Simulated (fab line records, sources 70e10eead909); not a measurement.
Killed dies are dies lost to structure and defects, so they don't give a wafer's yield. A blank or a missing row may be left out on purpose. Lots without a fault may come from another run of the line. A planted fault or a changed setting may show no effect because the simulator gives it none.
A struck lot beside a sound one | flow nand_harc | 34 steps out of a route of 1159
Sound: wafers L911.3, L911.4, L911.6. Struck: wafers L922.1, L922.4, L922.6. The cause comes at the end.
At each step with rows: each side's tool, then ch and its chambers, then its first start. Under that, the readings that differ: sound wafers | struck wafers | difference of the means | sigmas: that difference in standard deviations of wafers without a fault.
alike: readings whose means differ by less than 2 such deviations, and words and numbers that are the same on both sides. not compared: withheld readings, readings that some wafer has no value for, bounds like >300 that may hide the same value, and numbers for which the record gives no deviation and whose values overlap.
The two part at a step that has a row with sigmas, a row that says differs or no value, or rows on one side only. Numbers that don't overlap but have no deviation are shown without sigmas and don't part them. A reading that every wafer of one side lacks parts them only if that side has two wafers or more.

first, 5 steps without rows for these wafers: NHARC_A_ONON_D1_DEP_19 (target thk 1000 nm); NHARC_A_ONON_D1_DEP_22 (target thk 1000 nm); NHARC_A_ONON_D1_DEP_25 (target thk 1000 nm); NHARC_A_ONON_D1_DEP_28 (target thk 1000 nm); NHARC_A_ONON_D1_DEP_33 (deposits SiO2, target thk 200 nm).
NHARC_A_CHANNEL_HOLE_D1_DEP_00: deposits aC, target thk 3100 nm.
  sound on acl_dep-01 ch 0, day 8 20:08; struck on acl_dep-01 ch 0, day 12 15:12
  alike: throttle_valve_pct
then, 11 steps without rows for these wafers: NHARC_A_CHANNEL_HOLE_D1_DEP_01 (deposits SiON, target thk 140 nm); NHARC_A_CHANNEL_HOLE_D1_DEHYDRATE_02 (time 120 s); NHARC_A_CHANNEL_HOLE_D1_HMDS_03 (time 30 s); NHARC_A_CHANNEL_HOLE_D1_COAT_36 (time 75 s); NHARC_A_CHANNEL_HOLE_D1_COAT_37 (time 65 s); NHARC_A_CHANNEL_HOLE_D1_COAT_04 (resist thk 90 nm); NHARC_A_CHANNEL_HOLE_D1_SOFTBAKE_05 (time 55 s); NHARC_A_CHANNEL_HOLE_D1_EBR_06; NHARC_A_CHANNEL_HOLE_D1_EXPOSE_07 (exposes mask HOLE D1, target cd 100 nm); NHARC_A_CHANNEL_HOLE_D1_PEB_08 (peb time 65 s); NHARC_A_CHANNEL_HOLE_D1_DEVELOP_09 (develop time 35 s).
NHARC_A_CHANNEL_HOLE_D1_INSPECT_12:
  sound on defect_inspect-01, day 8 22:17; struck on defect_inspect-02, day 12 17:58
  reading          | sound  | struck      | difference | sigmas
  raw_defect_count | 16 6 6 | 550 555 549 | +542       | +99 or more
then, 14 steps without rows for these wafers: NHARC_A_CHANNEL_HOLE_D1_DESCUM_15 (chemistry O2, time 3 s); NHARC_A_CHANNEL_HOLE_D1_ETCH_38 (etches the open film in CF4, target depth 39 nm, time 65 s); NHARC_A_CHANNEL_HOLE_D1_ETCH_39 (etches the open film in N2/H2, target depth 260 nm, time 325 s); NHARC_A_CHANNEL_HOLE_D1_ETCH_34 (etches the open film in CF4/CHF3, target depth 154 nm, time 77 s); NHARC_A_CHANNEL_HOLE_D1_ETCH_16 (etches the open film in O2/COS, target depth 3100 nm, time 806 s); NHARC_A_CHANNEL_HOLE_D1_ETCH_19 (etches the open film in C4F8/O2/Ar, time 34.5 s); NHARC_A_CHANNEL_HOLE_D1_ETCH_20 (etches the open film in C4F8/O2/Ar, time 361.9 s, target depth 1600 nm); NHARC_A_CHANNEL_HOLE_D1_ETCH_21 (etches the open film in C4F8/O2/Ar, time 514.3 s, target depth 1600 nm); NHARC_A_CHANNEL_HOLE_D1_ETCH_22 (etches the open film in C4F8/O2/Ar, time 666.7 s, target depth 1600 nm); NHARC_A_CHANNEL_HOLE_D1_ETCH_23 (etches the open film in C4F8/O2/Ar, time 819 s, target depth 1600 nm); NHARC_A_CHANNEL_HOLE_D1_ETCH_24 (etches the open film in C4F8/O2/Ar, time 906.2 s, target depth 1500 nm); NHARC_A_CHANNEL_HOLE_D1_ETCH_25 (etches the open film in C4F8/O2/Ar, time 1040.2 s, target depth 1500 nm); NHARC_A_CHANNEL_HOLE_D1_ETCH_26 (etches the open film in C4F8/O2/Ar, time 224.1 s, target depth 300 nm); NHARC_A_CHANNEL_HOLE_D1_ETCH_33 (etches the open film in C4F8/O2/Ar, time 90 s, target depth 400 nm).
NHARC_A_CHANNEL_HOLE_D1_INSPECT_40:
  sound on defect_inspect-01, day 9 06:32; struck on defect_inspect-01, day 13 12:05
  reading          | sound    | struck      | difference | sigmas
  raw_defect_count | 44 78 88 | 603 612 634 | +546       | +26
-- the record jumps here: 11 days lie between the struck wafers' starts before and after (it left off in module A_CHANNEL_HOLE_D1 and takes up again in module END, whose first step shown is number 1159 of the route) --
NHARC_END_SORT_01:
  the record has rows for the struck wafers here (prober-01 ch 0, day 24 18:52) and none for the sound ones

WHERE THEY PART
First at NHARC_A_CHANNEL_HOLE_D1_INSPECT_12; last, within this record, at NHARC_END_SORT_01.

WHY: what the simulator had put in
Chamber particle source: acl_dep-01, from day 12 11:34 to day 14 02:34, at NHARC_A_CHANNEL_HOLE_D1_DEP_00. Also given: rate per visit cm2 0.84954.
